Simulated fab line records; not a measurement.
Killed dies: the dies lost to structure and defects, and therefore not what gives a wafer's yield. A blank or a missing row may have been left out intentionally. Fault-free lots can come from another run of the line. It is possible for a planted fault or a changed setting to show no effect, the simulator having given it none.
Which of the tools did it? ; flow n5 finfet ; 9 lots, 27 wafers sampled, at 3 steps of a route of 1938

WHAT THE GAUGES READ, wafer by wafer
N5_BEOL_M4_RC_MEAS_101.
lot;measured;on;DIBL_N (mV/V);DIBL_P (mV/V);IOFF_N (nA/um);IOFF_P (nA/um);ION_N (uA/um);ION_P (uA/um);SS_N (mV/dec);SS_P (mV/dec);VT_N (mV);VT_P (mV)
L132;day 7 18:45;prober-01;41.9 36.1 36.1;41.1 35.2 33.6;0.28 0.14 0.14;0.38 0.23 0.22;698 668 670;477 467 465;73.4 71.5 70.6;74.9 73.1 72.8;242 252 251;-241 -250 -248
L135;day 8 16:43;prober-01;32.2 33.9 35.8;34.3 34.7 38.6;0.10 0.12 0.16;0.19 0.21 0.27;658 677 691;463 478 482;70.2 71.4 72.5;73.7 72.5 73.9;255 251 247;-247 -247 -246
L137;day 9 03:45;prober-01;37.0 32.8 33.5;38.0 33.0 33.6;0.18 0.11 0.11;0.22 0.16 0.16;679 667 654;462 458 454;71.9 70.5 70.8;74.2 72.3 73.0;247 255 255;-251 -254 -252
L143;day 10 17:39;prober-01;34.1 33.8 31.4;35.8 34.6 31.7;0.13 0.12 0.09;0.19 0.19 0.15;668 666 638;463 467 447;70.6 70.8 71.1;72.9 72.6 72.0;255 254 258;-252 -252 -255
L146;day 11 09:07;prober-01;33.0 38.1 33.3;35.4 41.2 35.6;0.12 0.22 0.13;0.20 0.30 0.20;666 678 676;469 467 474;70.3 71.6 70.8;72.3 74.2 72.5;253 245 253;-247 -243 -247
L152;day 12 17:15;prober-02;36.9 36.6 36.6;37.6 37.1 38.0;0.16 0.15 0.18;0.23 0.23 0.25;681 660 686;467 459 473;71.5 71.2 71.6;73.4 73.1 74.0;251 251 247;-247 -248 -245
L151;day 12 23:50;prober-02;37.8 37.6 41.4;37.4 36.8 42.1;0.16 0.15 0.22;0.20 0.19 0.28;669 669 677;454 452 463;71.5 71.2 73.0;73.2 72.4 73.5;250 252 248;-253 -254 -248
L153;day 13 04:50;prober-01;39.0 35.4 38.2;39.9 35.2 38.7;0.23 0.15 0.19;0.25 0.18 0.23;691 669 692;460 452 466;73.0 71.5 72.7;74.0 73.2 74.3;245 253 250;-250 -254 -251
L155;day 13 22:22;prober-02;37.7 33.0 34.5;39.1 32.4 34.2;0.19 0.10 0.13;0.27 0.17 0.19;683 649 669;477 458 467;71.8 69.8 71.2;73.7 72.1 73.2;248 256 253;-245 -256 -251

N5_BEOL_M15_CD_MEAS_17 targets a cd of 360 nm.
lot;measured;on;cd nm (nm)
L132;day 11 12:50;cd sem-03;360.6 364.2 363.1
L135;day 12 04:02;cd sem-02;364.4 364.6 361.8
L137;day 12 11:31;cd sem-01;361.6 361.3 366.3
L143;day 14 00:26;cd sem-02;366.1 364.2 359.1
L146;day 14 21:12;cd sem-01;361.0 362.4 363.3
L152;day 16 00:55;cd sem-02;366.5 365.2 363.7
L151;day 16 06:20;cd sem-02;359.6 359.3 360.4
L153;day 16 12:16;cd sem-02;358.6 360.0 359.4
L155;day 17 16:32;cd sem-01;358.7 361.2 359.9

WHAT TOOL EACH LOT RAN ON (gives the tool, then ch and the chambers of the sampled wafers, and finally the start)
lot;N5_BEOL_M15_STRIP_64
L132;rie diel-04 ch 0,2, day 11 12:50 or earlier
L135;rie diel-04 ch 0,3, day 12 04:02 or earlier
L137;rie diel-04 ch 2,3, day 12 11:31 or earlier
L143;rie diel-04 ch 0,1,3, day 14 00:26 or earlier
L146;rie diel-06 ch 1,2,3, day 14 21:12 or earlier
L152;rie diel-03 ch 0,2,3, day 16 00:55 or earlier
L151;rie diel-04 ch 1,2, day 16 06:20 or earlier
L153;rie diel-06 ch 0,1,3, day 16 12:16 or earlier
L155;rie diel-04 ch 2,3, day 17 16:32 or earlier
- N5_BEOL_M15_STRIP_64: strips in O2.

WHAT THE TOOLS THEMSELVES READ (means of the sampled wafers that have a number; where no wafer has one, the mark that the record gives instead)
N5_BEOL_M15_STRIP_64.
lot;tool;chamber pressure mTorr (mTorr);drypump motor current A (A);oes product au (a.u.);rf vpp V (V);showerhead plenum p Torr (Torr);temp c (C);throttle valve pct (%)
L132;rie diel-04;29.958;5.6;0.76;3.7;2.04;60.05;16.54
L135;rie diel-04;29.983;5.9;0.71;3.6;2.15;60.08;16.95
L137;rie diel-04;29.979;5.4;0.75;3.5;2.12;59.96;16.91
L143;rie diel-04;30.010;6.1;0.74;4.1;2.10;60.15;16.90
L146;rie diel-06;29.997;5.9;0.90;3.3;2.11;60.02;16.50
L152;rie diel-03;29.992;6.3;0.82;3.4;2.05;59.98;16.49
L151;rie diel-04;30.008;6.0;0.80;3.3;2.01;60.11;16.83
L153;rie diel-06;29.997;6.3;0.82;3.5;2.11;59.91;16.67
L155;rie diel-04;30.001;5.5;0.73;4.1;2.10;60.06;16.98

THE ANSWER, worked out from the rows above alone
Rule: the lots themselves supply what counts as usual. Put in order of their means at a reading, lots are off if they are a third of the lots or fewer, leave a main group of 4 or more, and stand apart from it by a gap of 3 or more times the standard deviation of the main group's means; of several such gaps the widest counts. The tables above print the reading to a certain number of digits; a main group whose means all agree to those digits is not used. Also off: a lot with no number at a reading for which 4 or more lots have one. Where the step has rows for the other lots, those lots are counted as sound. After the gauges, taken in route order, come the tools' own readings; for these a lot's mean is taken, as printed above. At the first step where some lot is off, the reading lying furthest off is the one used; lots without a number count as furthest.
Across all readings shown, no lot is off: no conclusion can be drawn from this.

WHAT THE SIMULATOR PUT IN
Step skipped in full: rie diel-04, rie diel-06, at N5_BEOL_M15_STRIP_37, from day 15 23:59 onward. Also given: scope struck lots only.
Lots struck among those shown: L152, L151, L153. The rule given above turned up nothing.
